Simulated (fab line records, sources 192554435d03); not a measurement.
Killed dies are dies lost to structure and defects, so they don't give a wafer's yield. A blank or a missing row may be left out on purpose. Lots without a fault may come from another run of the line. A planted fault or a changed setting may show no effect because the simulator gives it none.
Split-lot experiment | flow n5_finfet | 7 lots, 21 wafers read, on a route of 1938 steps

THE SPLIT
At N5_BEOL_M10_ETCH_62 (etches SOC in N2/H2, target depth 110 nm, overetch 22 nm, time 165 s), the setting time_s was moved away from the recipe's 165 s on 7 of the 21 wafers read, by -19.5% to +15.3%. The other wafers ran this setting at the recipe's value.

The reading is taken at the split's own step.

THE READING
SiARC_of_BEOL_M10_COAT_60.thk_nm (the simulator's own value, which no gauge read), in nm, at N5_BEOL_M10_ETCH_62 (etches SOC in N2/H2, target depth 110 nm, overetch 22 nm, time 165 s). The file gives no usual value for it. The 14 wafers here that ran the recipe average 23.4 nm, standard deviation 0.19 nm.

wafer  | tool, chamber at the split | time_s as run, s | against the recipe | SiARC_of_BEOL_M10_COAT_60.thk_nm, nm | against lot-mates on the recipe
L078.2 | rie_diel-02, 3             | 190.3            | +15.3%             | 22.4                                 | -1.4
L078.4 | rie_diel-02, 2             | 165              | recipe             | 23.8                                 | -
L078.5 | rie_diel-02, 1             | 190.3            | +15.3%             | 22.8                                 | -1.0
L080.1 | rie_diel-05, 3,2           | 165              | recipe             | 23.6                                 | -
L080.6 | rie_diel-05, 3,2           | 165              | recipe             | 23.6                                 | -
L080.4 | rie_diel-05, 1             | 165              | recipe             | 23.4                                 | -
L084.1 | rie_diel-04, 0             | 165              | recipe             | 23.2                                 | -
L084.3 | rie_diel-04, 1             | 165              | recipe             | 23.4                                 | -
L084.4 | rie_diel-04, 3             | 149.9            | -9.2%              | 24.2                                 | +0.9
L083.2 | rie_diel-02, 2             | 142              | -13.9%             | 24.8                                 | +1.3
L083.3 | rie_diel-02, 3             | 165              | recipe             | 23.4                                 | -
L083.6 | rie_diel-02, 0             | 165              | recipe             | 23.6                                 | -
L087.3 | rie_diel-04, 1             | 175.7            | +6.5%              | 23                                   | -0.2
L087.6 | rie_diel-04, 1             | 175.7            | +6.5%              | 23                                   | -0.2
L087.4 | rie_diel-04, 0             | 165              | recipe             | 23.2                                 | -
L095.1 | rie_diel-04, 0,1           | 165              | recipe             | 23.2                                 | -
L095.6 | rie_diel-04, 0,1           | 165              | recipe             | 23.2                                 | -
L095.3 | rie_diel-04, 2             | 132.8            | -19.5%             | 24.4                                 | +1.2
L097.4 | rie_diel-04, 2             | 165              | recipe             | 23.2                                 | -
L097.5 | rie_diel-04, 2             | 165              | recipe             | 23.2                                 | -
L097.6 | rie_diel-04, 3             | 165              | recipe             | 23.4                                 | -
Where a row lists several chambers, the file gives one row for several wafers and doesn't say which wafer went through which chamber.

THE FIT
A straight line over all 21 wafers: SiARC_of_BEOL_M10_COAT_60.thk_nm changes by -0.0627 nm for each +1% of time_s; r = -0.91; the points scatter about the line by 0.23 nm.
The same after taking each lot's own level away (the mean of its wafers on the recipe; 21 wafers): -0.0735 nm for each +1%; r = -0.96; scatter 0.16 nm.
On that fit, the largest move of time_s shifts the reading by 1.4 nm.
The lots' own levels span 23.20 to 23.80 nm, that is 3.1 times the standard deviation above.
So the lot-to-lot level changes the slope: the two fits differ.
Check: with one of the wafers moved furthest among these (-19.5%) left out of the fit, the line predicts +1.62 nm for it against its lot-mates. It came out at +1.2 nm against them.

OTHER SPLITS ON THESE WAFERS
These wafers also went through other splits before the reading. Each is held against what the fit with the lots' levels taken away leaves over:
other split on the same wafers       | wafers away from the commonest value | r with SiARC_of_BEOL_M10_COAT_60.thk_nm (lot level and that fit taken away)
N5_BEOL_M7_EXPOSE_08 dose_mj         | 4                                    | -0.29
N5_BEOL_M8_PECVD_70 temp_c           | 5                                    | +0.19
N5_BEOL_M8_DEVELOP_10 develop_time_s | 5                                    | -0.10
N5_BEOL_M9_COAT_22 spin_rpm          | 6                                    | +0.15
N5_BEOL_M9_EXPOSE_25 dose_mj         | 6                                    | -0.16

THE WHOLE CHAIN: every reading that the file lists as answering this split, in the file's order
step                   | what it does                                                         | reading                                                                           | change (the file's fit)                                                              | r (the file's)
N5_BEOL_M10_ETCH_62    | etches SOC in N2/H2, target depth 110 nm, overetch 22 nm, time 165 s | SiARC_of_BEOL_M10_COAT_60.thk_nm (the simulator's own value, which no gauge read) | -0.0742 nm for each +1% of the setting                                               | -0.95
N5_BEOL_M10_HM_OPEN_17 | chemistry Cl2/BCl3, target TiN, target depth 20 nm, overetch 6 nm    | etch.depth_nm (the simulator's own value, which no gauge read)                    | not straight: 20.07 at the lowest setting, 19.88 at the recipe, 17.22 at the highest | not given

THE FILE'S OWN FIT
SiARC_of_BEOL_M10_COAT_60.thk_nm changes by -0.0742 nm for each +1% of time_s, r = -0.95.
